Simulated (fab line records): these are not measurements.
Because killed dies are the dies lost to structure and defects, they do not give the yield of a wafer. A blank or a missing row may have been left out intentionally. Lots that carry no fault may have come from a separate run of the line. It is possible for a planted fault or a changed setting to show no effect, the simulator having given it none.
fab line records	flow nandHarc
record: lots: 12	wafers: 36	lastDay: 33
route steps=1302 shown A_SIN_REMOVE@951 A_WL_FILL@956
lots with no fault: from the same line, run without faults
startH: hours from the record's first day to the start of the lot's first wafer shown	waitH: hours elapsed since this lot's preceding step	" same as the row above	L1.1+2: one row covering several wafers at once	- no value, or no start was given	* or withheld: withheld	< > ~ a bound
route shown NAME@n: NAME is a module with steps in the file, n the number in the route of the first one	usual: mean/standard deviation taken from wafers without a fault	same: alike in all rows	chamber/n: place in a boat	sites: the reading at each site	_std_site: standard deviation of those values	_edge_site: the outer-site mean with the inner-site mean subtracted	radiusMm: how far each site lies from the wafer's centre	mask NAME#n: copy n	behind: the most recent tool/chamber to have shaped the wafer	hold: what put the lot on hold/how long, in hours/how the hold closed	device: names the non-switching transistor (n, p or np)	end of line: tests of these same wafers at the route's end	a step without rows: its recipe alone	killed: dies lost to structure and defects at the first sort, not the wafer's yield	map: per-die view of a wafer (x killed, . not killed, _ where there is no die)
set.NAME: the setting the step ran with; set.NAME@STEP: the setting that earlier step ran with	model.NAME: the simulator's own value behind a step, which no gauge read
the route's steps for a sample of lots (tables are steps, rows are wafers)
services: a tool's chamber out of use, with start hour (startH, from the record's first day; less than 0 if before it), hours out, and reason
== steps ==
step: NHARC_A_SIN_REMOVE_INSPECT_04
usual: rawDefectCount: 393/93
lot.wafer	tool	chamber	startH	waitH	rawDefectCount
L308.2	defectInspect-02	-	481.37	0.0	335
L308.4	"	-	"	"	232
L308.6	"	-	"	"	196
L310.2	defectInspect-02	-	493.54	0.0	397
L310.3	"	-	"	"	461
L310.4	"	-	"	"	568
L311.2	defectInspect-02	-	511.86	0.0	275
L311.4	"	-	"	"	339
L311.6	"	-	"	"	350
L317.2	defectInspect-02	-	578.79	0.0	401
L317.4	"	-	"	"	398
L317.5	"	-	"	"	380
L316.1	defectInspect-01	-	582.58	0.0	299
L316.3	"	-	"	"	324
L316.5	"	-	"	"	360
L319.1	defectInspect-01	-	605.21	0.0	478
L319.3	"	-	"	"	571
L319.5	"	-	"	"	411
L321.2	defectInspect-02	-	615.55	0.0	228
L321.3	"	-	"	"	270
L321.6	"	-	"	"	280
L323.2	defectInspect-01	-	621.57	0.0	378
L323.3	"	-	"	"	479
L323.4	"	-	"	"	348
L326.1	defectInspect-02	-	657.33	0.0	406
L326.4	"	-	"	"	361
L326.5	"	-	"	"	382
L324.4	defectInspect-01	-	657.33	0.0	620
L324.5	"	-	"	"	410
L324.6	"	-	"	"	605
L327.1	defectInspect-02	-	670.86	0.0	409
L327.3	"	-	"	"	364
L327.4	"	-	"	"	401
L328.1	defectInspect-02	-	677.53	0.0	315
L328.3	"	-	"	"	328
L328.6	"	-	"	"	449
step: NHARC_A_WL_FILL_CVD_03
recipe: targetThkA: 400	tempC: 300	pressureTorr: 40	wf6FlowSccm: 40	h2FlowSccm: 1600	arFlowSccm: 1560	timeS: 279	material: W
usual: heaterPowerW: 450/28	mfcH2Sccm: 1600/4.8	mfcWf6Sccm: 40.00/0.13	throttleValvePct: 7.88/0.15
lot.wafer	tool	chamber	startH	waitH	heaterPowerW	mfcH2Sccm	mfcWf6Sccm	sinceWetCleanH	throttleValvePct
L308.2	cvdW-02	1	484.09	0.1	398	1599	40.04	21	7.89
L308.4	"	1	"	"	409	1601	39.80	-	8.00
L308.6	"	0	"	"	470	1596	39.79	-	7.86
L310.2	cvdW-02	1	494.67	0.1	408	1598	40.14	32	7.79
L310.3	"	1	"	"	392	1598	40.13	-	7.76
L310.4	"	0	"	"	460	1603	39.96	-	8.04
L311.2	cvdW-02	1	512.89	0.1	396	1596	40.18	50	7.80
L311.4	"	0	"	"	469	1600	40.01	-	8.08
L311.6	"	1	"	"	404	1596	40.02	-	7.81
L317.2	cvdW-02	1	579.98	0.1	405	1602	40.07	117	8.01
L317.4	"	0	"	"	462	1600	40.02	-	7.90
L317.5	"	1	"	"	411	1600	40.10	-	7.68
L316.1	cvdW-02	0	584.07	0.1	458	1598	39.87	121	7.71
L316.3	"	1	"	"	415	1599	40.03	-	7.99
L316.5	"	1	"	"	398	1602	39.83	-	8.08
L319.1	cvdW-01	0	606.19	0.1	465	1610	39.97	46	7.82
L319.3	"	0	"	"	469	1608	40.06	-	7.91
L319.5	"	0	"	"	464	1602	40.02	-	7.81
L321.2	cvdW-02	0	616.57	0.1	462	1595	39.97	154	7.83
L321.3	"	1	"	"	406	1600	39.78	-	7.67
L321.6	"	1	"	"	415	1593	39.85	-	7.98
L323.2	cvdW-01	1	622.60	0.1	484	1605	39.96	63	7.76
L323.4	"	0	"	"	465	1601	39.84	-	7.93
L323.3	"	1	"	"	468	1608	40.15	-	7.72
L324.4	cvdW-01	0	658.42	0.2	469	1591	40.05	-	7.75
L324.5	"	0	"	"	468	1598	40.03	-	8.00
L324.6	"	1	"	"	479	1597	39.78	-	8.00
L326.1	cvdW-02	1	658.42	0.1	406	1594	39.86	14	7.77
L326.4	"	0	"	"	485	1596	40.03	-	8.01
L326.5	"	0	"	"	489	1594	40.14	-	7.58
L327.1	cvdW-01	1	671.85	0.1	475	1596	40.16	112	7.99
L327.3	"	1	"	"	471	1600	40.30	-	7.96
L327.4	"	0	"	"	477	1601	39.67	-	8.05
L328.1	cvdW-02	0	678.51	0.1	475	1592	39.87	35	7.52
L328.3	"	0	"	"	490	1591	39.84	-	7.57
L328.6	"	1	"	"	410	1605	40.08	-	8.25
step: NHARC_A_WL_FILL_ETCHBACK_05
recipe: targetDepthA: 220	timeS: 60	tempC: 40	chemistry: Cl2/BCl3
usual: drypumpMotorCurrentA: 5.60/0.27	heBacksideLeakSccm: 3.23/0.25	oesProductAu: 0.998/0.0087	runLengthS: 81.2/0.54
lot.wafer	tool	chamber	startH	waitH	drypumpMotorCurrentA	heBacksideLeakSccm	oesProductAu	rfHoursCounterH	runLengthS
L308.2	rieMetal-03	1	484.69	0.2	5.23	3.14	0.990	3.0	80.6
L308.4	"	1	"	"	5.24	3.06	0.994	-	80.9
L308.6	"	1	"	"	5.25	3.06	0.999	-	80.6
L310.2	rieMetal-02	1	495.30	0.2	5.77	3.10	1.016	0.7	81.3
L310.3	"	0	"	"	5.83	3.19	0.986	-	81.9
L310.4	"	1	"	"	5.75	3.08	1.012	-	81.0
L311.2	rieMetal-01	1	513.46	0.2	5.68	3.35	0.989	2.0	80.6
L311.4	"	0	"	"	5.96	3.59	0.983	-	82.3
L311.6	"	0	"	"	6.00	3.53	0.983	-	82.3
L317.2	rieMetal-03	1	580.56	0.2	5.23	5.19	0.990	0.9	60.1
L317.4	"	1	"	"	5.22	3.17	0.997	-	60.1
L317.5	"	1	"	"	5.23	3.14	0.997	-	60.1
L316.1	rieMetal-03	1	584.63	0.2	5.23	3.20	0.998	1.1	60.2
L316.3	"	0	"	"	5.46	3.13	0.994	-	60.7
L316.5	"	1	"	"	5.23	2.93	0.998	-	60.1
L319.1	rieMetal-03	1	606.81	0.2	5.25	3.34	1.001	1.4	60.5
L319.3	"	0	"	"	5.46	2.95	0.996	-	60.8
L319.5	"	0	"	"	5.46	3.01	0.993	-	60.9
L321.2	rieMetal-01	1	617.14	0.2	5.67	3.07	0.987	0.9	81.0
L321.3	"	1	"	"	5.67	3.12	1.002	-	81.1
L321.6	"	0	"	"	5.98	3.56	1.007	-	81.9
L323.2	rieMetal-01	1	623.18	0.2	5.68	3.20	0.997	1.1	80.9
L323.3	"	0	"	"	5.98	3.61	1.011	-	81.9
L323.4	"	1	"	"	5.70	3.42	0.999	-	80.8
L324.4	rieMetal-02	0	658.95	0.1	5.83	3.21	0.993	-	81.6
L324.5	"	0	"	"	5.82	3.11	0.994	-	81.8
L324.6	"	1	"	"	5.76	3.17	1.008	-	80.8
L326.1	rieMetal-01	0	658.99	0.2	5.99	3.49	1.008	1.4	82.2
L326.4	"	0	"	"	5.96	3.71	1.008	-	81.8
L326.5	"	1	"	"	5.69	3.16	0.999	-	80.5
L327.1	rieMetal-03	1	672.46	0.2	5.20	3.21	1.003	2.5	80.6
L327.3	"	1	"	"	5.20	3.24	0.998	-	81.3
L327.4	"	0	"	"	5.50	2.91	0.995	-	81.0
L328.1	rieMetal-03	0	679.14	0.2	5.51	3.22	1.007	2.8	81.3
L328.3	"	1	"	"	5.21	3.11	0.992	-	80.7
L328.6	"	1	"	"	5.22	3.05	0.989	-	80.6
step: NHARC_A_WL_FILL_ETCHBACK_17
recipe: targetDepthA: 40	timeS: 26.7	chemistry: Cl2/BCl3
usual: drypumpMotorCurrentA: 5.66/0.24	heBacksideLeakSccm: 3.20/0.3	oesProductAu: 0.998/0.0097	runLengthS: 48.0/0.52
lot.wafer	tool	chamber	startH	waitH	drypumpMotorCurrentA	heBacksideLeakSccm	oesProductAu	rfHoursCounterH	runLengthS
L308.2	rieMetal-01	1	495.17	-	5.68	3.07	0.982	1.6	47.6
L308.4	"	0	"	"	5.98	3.57	1.002	-	49.0
L308.6	"	1	"	"	5.68	3.35	0.990	-	47.7
L310.2	rieMetal-03	0	506.75	-	5.50	2.87	1.000	1.9	47.9
L310.4	"	0	"	"	5.51	2.99	1.008	-	47.6
L310.3	"	1	"	"	5.19	3.23	1.003	-	47.7
L311.2	rieMetal-02	1	524.30	-	5.76	2.98	1.022	1.0	47.8
L311.4	"	1	"	"	5.77	2.98	1.011	-	48.0
L311.6	"	0	"	"	5.84	3.15	0.986	-	48.2
L317.2	rieMetal-01	1	588.33	-	5.70	2.90	0.997	0.2	47.6
L317.4	"	0	"	"	6.01	3.64	1.004	-	48.9
L317.5	"	1	"	"	5.69	3.25	1.004	-	47.4
L316.1	rieMetal-02	1	594.36	-	5.73	3.29	1.008	2.3	48.0
L316.3	"	0	"	"	5.85	3.21	0.986	-	48.6
L316.5	"	0	"	"	5.83	3.13	0.997	-	48.8
L319.1	rieMetal-02	1	616.71	-	5.76	3.10	0.999	2.6	48.0
L319.3	"	0	"	"	5.82	3.37	0.984	-	48.3
L319.5	"	0	"	"	5.85	3.26	0.983	-	48.9
L321.2	rieMetal-02	0	627.50	-	5.82	3.13	0.998	2.9	48.7
L321.3	"	1	"	"	5.74	2.98	1.011	-	48.0
L321.6	"	0	"	"	5.84	3.18	0.979	-	48.4
L323.2	rieMetal-01	1	633.43	-	5.68	3.25	0.988	1.2	47.6
L323.4	"	1	"	"	5.69	2.96	0.994	-	47.8
L323.3	"	0	"	"	5.97	3.45	1.007	-	48.7
L326.1	rieMetal-01	0	670.99	-	5.95	3.50	1.001	1.5	49.1
L326.4	"	1	"	"	5.68	3.21	1.001	-	47.3
L326.5	"	0	"	"	5.97	3.56	0.992	-	48.9
L324.4	rieMetal-02	0	671.07	-	5.83	3.22	0.994	-	48.3
L324.5	"	1	"	"	5.74	3.11	1.015	-	47.7
L324.6	"	0	"	"	5.83	3.15	0.997	-	48.7
L327.1	rieMetal-02	0	682.84	-	5.83	3.15	0.984	0.7	48.5
L327.3	"	0	"	"	5.83	3.14	0.987	-	48.5
L327.4	"	1	"	"	5.75	3.17	1.009	-	47.6
L328.1	rieMetal-01	0	689.43	-	5.97	3.42	0.991	2.0	48.7
L328.3	"	1	"	"	5.68	3.27	0.984	-	47.6
L328.6	"	1	"	"	5.67	3.02	0.990	-	47.5
== services ==
tool	chamber	startH	hours	kind
cvdW-02	0	463.00	-	clean
cvdW-02	1	463.00	-	clean
rieMetal-02	0	463.00	-	clean
rieMetal-02	1	463.00	-	clean
cvdW-01	-	471.64	0.6	repair
rieMetal-02	-	506.57	0.2	repair
cvdW-01	0	510.62	3.7	repair
rieMetal-03	-	519.04	9.0	pm
cvdW-01	-	547.02	13.0	pm
rieMetal-02	0	556.91	1.8	repair
rieMetal-01	-	575.02	9.0	pm
rieMetal-01	0	575.02	9.0	ventCycle
rieMetal-01	1	575.02	9.0	ventCycle
cvdW-01	-	576.62	2.2	repair
rieMetal-01	0	584.02	-	clean
rieMetal-01	1	584.02	-	clean
cvdW-02	-	631.00	13.0	pm
cvdW-02	0	631.00	13.0	ventCycle
cvdW-02	1	631.00	13.0	ventCycle
rieMetal-02	-	631.00	9.0	pm
rieMetal-02	0	631.00	9.0	ventCycle
rieMetal-02	1	631.00	9.0	ventCycle
rieMetal-02	0	640.00	-	clean
rieMetal-02	1	640.00	-	clean
== key ==
firstSign: step: NHARC_A_WL_FILL_ETCHBACK_05	reading: runLengthS	direction: down	sigmas: 38	usual: *	struck: *
effect none on later readings
metAt NHARC_A_WL_FILL_ETCHBACK_05
struckLots L316,L317,L319
testerLeftOut L316,L317,L319
notActingAt NHARC_A_SIN_REMOVE_INSPECT_04,NHARC_A_WL_FILL_CVD_03,NHARC_A_WL_FILL_ETCHBACK_17
onsetBetween 484.69 580.56
fault: kind: processParameterDrift	tool: rieMetal-03	chamber: -	onsetH: 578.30	steps: NHARC_A_WL_FILL_ETCHBACK_05	channel: timeS	offset: *	shape: step	endH: 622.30	actsIn: *	stated: *
testerLeftOut: of these lots the tester's yield and bins aren't shown, on N5 and GAA mostly nor the transistor test; their killed dies are dies lost to structure and defects alone, not to doping, threshold or leakage, so they don't give the yield
